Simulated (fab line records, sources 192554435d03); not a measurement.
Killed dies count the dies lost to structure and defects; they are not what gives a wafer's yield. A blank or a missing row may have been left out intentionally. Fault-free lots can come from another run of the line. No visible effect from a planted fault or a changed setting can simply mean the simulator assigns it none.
What tool caused it? + flow n5 finfet + 24 lots with 72 wafers sampled at 2 steps, on a route of 1938 steps

== WHAT THE GAUGES READ, wafer by wafer ==
N5_WELL_APT_INSPECT_10: inspects for defects (macro). Usual: 1.9 for raw defect count, sd 1.2.
| lot  | measured    | on                | raw defect count | flag |
|------|-------------|-------------------|------------------|------|
| L074 | day 1 13:55 | defect inspect-02 | 2 1 1            |      |
| L075 | day 1 20:06 | defect inspect-01 | 1 1 3            |      |
| L076 | day 2 01:52 | defect inspect-02 | 3 0 1            |      |
| L077 | day 2 07:44 | defect inspect-02 | 1 3 3            |      |
| L078 | day 2 13:44 | defect inspect-01 | 0 0 1            |      |
| L079 | day 2 19:55 | defect inspect-02 | 2 6 3            |      |
| L080 | day 3 01:38 | defect inspect-02 | 3 1 1            |      |
| L081 | day 3 07:55 | defect inspect-01 | 3 2 2            |      |
| L082 | day 3 14:01 | defect inspect-01 | 3 1 2            |      |
| L083 | day 3 19:56 | defect inspect-01 | 2 2 2            |      |
| L084 | day 4 01:59 | defect inspect-01 | 3 4 2            |      |
| L085 | day 4 07:44 | defect inspect-01 | 1 5 2            |      |
| L086 | day 4 14:02 | defect inspect-01 | 2 0 2            |      |
| L087 | day 4 20:01 | defect inspect-02 | 1 1 1            |      |
| L088 | day 5 01:47 | defect inspect-01 | 2 1 2            |      |
| L089 | day 5 07:47 | defect inspect-01 | 2 1 3            |      |
| L090 | day 5 13:47 | defect inspect-02 | 2 2 0            |      |
| L091 | day 5 19:56 | defect inspect-02 | 0 2 3            |      |
| L092 | day 6 01:55 | defect inspect-02 | 1 5 1            |      |
| L093 | day 6 07:52 | defect inspect-02 | 4 3 3            |      |
| L094 | day 6 13:41 | defect inspect-02 | 2 1 3            |      |
| L095 | day 6 19:52 | defect inspect-02 | 1 2 2            |      |
| L096 | day 7 01:58 | defect inspect-01 | 2 1 0            |      |
| L097 | day 7 07:52 | defect inspect-02 | 3 3 2            |      |

== WHICH TOOL RAN EACH LOT (tool, then ch and the chambers of the sampled wafers, then the start) ==
| lot  | N5_ZERO_LAYER_DESCUM_16           |
|------|-----------------------------------|
| L074 | rie diel-05 ch 0,2, day 1 12:50   |
| L075 | rie diel-01 ch 0,1,2, day 1 19:01 |
| L076 | rie diel-01 ch 0,2, day 2 00:48   |
| L077 | rie diel-04 ch 0,3, day 2 06:41   |
| L078 | rie diel-05 ch 0,2,3, day 2 12:48 |
| L079 | rie diel-01 ch 0,1,3, day 2 18:52 |
| L080 | rie diel-05 ch 1,2,3, day 3 00:41 |
| L081 | rie diel-05 ch 1,2, day 3 06:41   |
| L082 | rie diel-01 ch 0,1,2, day 3 12:43 |
| L083 | rie diel-05 ch 1,2,3, day 3 18:59 |
| L084 | rie diel-05 ch 0,2,3, day 4 00:49 |
| L085 | rie diel-01 ch 0,1,3, day 4 06:41 |
| L086 | rie diel-04 ch 1,2,3, day 4 12:49 |
| L087 | rie diel-04 ch 0,2,3, day 4 18:56 |
| L088 | rie diel-01 ch 1,3, day 5 00:41   |
| L089 | rie diel-01 ch 2,3, day 5 06:49   |
| L090 | rie diel-01 ch 0,1,3, day 5 12:49 |
| L091 | rie diel-01 ch 0,2, day 5 18:52   |
| L092 | rie diel-05 ch 0,1,3, day 6 00:49 |
| L093 | rie diel-01 ch 0,2,3, day 6 06:48 |
| L094 | rie diel-05 ch 1,2,3, day 6 12:46 |
| L095 | rie diel-05 ch 0,2,3, day 6 18:48 |
| L096 | rie diel-05 ch 2,3, day 7 00:55   |
| L097 | rie diel-01 ch 0,1, day 7 06:47   |
- N5_ZERO_LAYER_DESCUM_16: chemistry O2, time 7.9 s.

== WHAT THE TOOLS THEMSELVES READ (means of the sampled wafers that have a number; where no wafer has one, the mark that the record gives instead) ==
N5_ZERO_LAYER_DESCUM_16. Usual: drypump motor current A 5.7 A, standard deviation 0.32; oes product au 0.79 a.u., standard deviation 0.11; rf vpp V 243.8 V, standard deviation 1.2; showerhead plenum p Torr 2.13 Torr, standard deviation 0.052; throttle valve pct 20.35 %, standard deviation 0.25.
| lot  | tool        | drypump motor current A (A) | oes product au (a.u.) | rf vpp V (V) | showerhead plenum p Torr (Torr) | throttle valve pct (%) | flag |
|------|-------------|-----------------------------|-----------------------|--------------|---------------------------------|------------------------|------|
| L074 | rie diel-05 | 5.5                         | 0.71                  | 243.4        | 2.15                            | 20.35                  |      |
| L075 | rie diel-01 | 5.7                         | 0.79                  | 244.0        | 2.13                            | 20.64                  |      |
| L076 | rie diel-01 | 5.7                         | 0.71                  | 242.5        | 2.08                            | 20.88                  |      |
| L077 | rie diel-04 | 5.9                         | 0.85                  | 244.7        | 2.15                            | 20.11                  |      |
| L078 | rie diel-05 | 5.5                         | 0.71                  | 244.8        | 2.15                            | 20.23                  |      |
| L079 | rie diel-01 | 5.8                         | 0.79                  | 243.8        | 2.13                            | 20.37                  |      |
| L080 | rie diel-05 | 5.7                         | 0.80                  | 244.2        | 2.14                            | 20.20                  |      |
| L081 | rie diel-05 | 5.7                         | 0.79                  | 244.2        | 2.14                            | 20.34                  |      |
| L082 | rie diel-01 | 5.7                         | 0.87                  | 244.3        | 2.13                            | 20.51                  |      |
| L083 | rie diel-05 | 5.7                         | 0.78                  | 243.6        | 2.14                            | 20.20                  |      |
| L084 | rie diel-05 | 5.5                         | 0.70                  | 244.3        | 2.15                            | 20.25                  |      |
| L085 | rie diel-01 | 5.8                         | 0.77                  | 243.2        | 2.12                            | 20.39                  |      |
| L086 | rie diel-04 | 5.7                         | 0.78                  | 244.8        | 2.16                            | 20.27                  |      |
| L087 | rie diel-04 | 5.8                         | 0.77                  | 244.2        | 2.15                            | 20.34                  |      |
| L088 | rie diel-01 | 5.9                         | 0.83                  | 244.0        | 2.17                            | 20.38                  |      |
| L089 | rie diel-01 | 6.1                         | 0.77                  | 243.3        | 2.07                            | 20.46                  |      |
| L090 | rie diel-01 | 5.8                         | 0.75                  | 243.3        | 2.12                            | 20.38                  |      |
| L091 | rie diel-01 | 5.7                         | 0.85                  | 243.0        | 2.07                            | 20.64                  |      |
| L092 | rie diel-05 | 5.4                         | 0.78                  | 244.7        | 2.15                            | 20.20                  |      |
| L093 | rie diel-01 | 5.9                         | 0.76                  | 243.0        | 2.07                            | 20.51                  |      |
| L094 | rie diel-05 | 5.6                         | 0.86                  | 244.1        | 2.13                            | 20.10                  |      |
| L095 | rie diel-05 | 5.5                         | 0.80                  | 244.7        | 2.14                            | 20.14                  |      |
| L096 | rie diel-05 | 5.8                         | 0.79                  | 244.3        | 2.13                            | 20.04                  |      |
| L097 | rie diel-01 | 5.7                         | 0.81                  | 244.3        | 2.17                            | 20.45                  |      |

== THE ANSWER, worked out from the rows above alone ==
Rule: take the mean of a lot's wafers that have a number; if it is more than 3 standard deviations from the usual mean, the lot is off. A lot without any number at a reading at which 4 lots or more have one is off too. Where the step has rows for the other lots, those lots are counted as sound. First the gauges in route order, then the tools' own readings, where a lot's mean is used as printed above. At the first step where some lot is off, the reading lying furthest off is the one used; lots without a number count as furthest.
Across all readings shown, no lot is off: no conclusion can be drawn from this.

== WHAT THE SIMULATOR PUT IN ==
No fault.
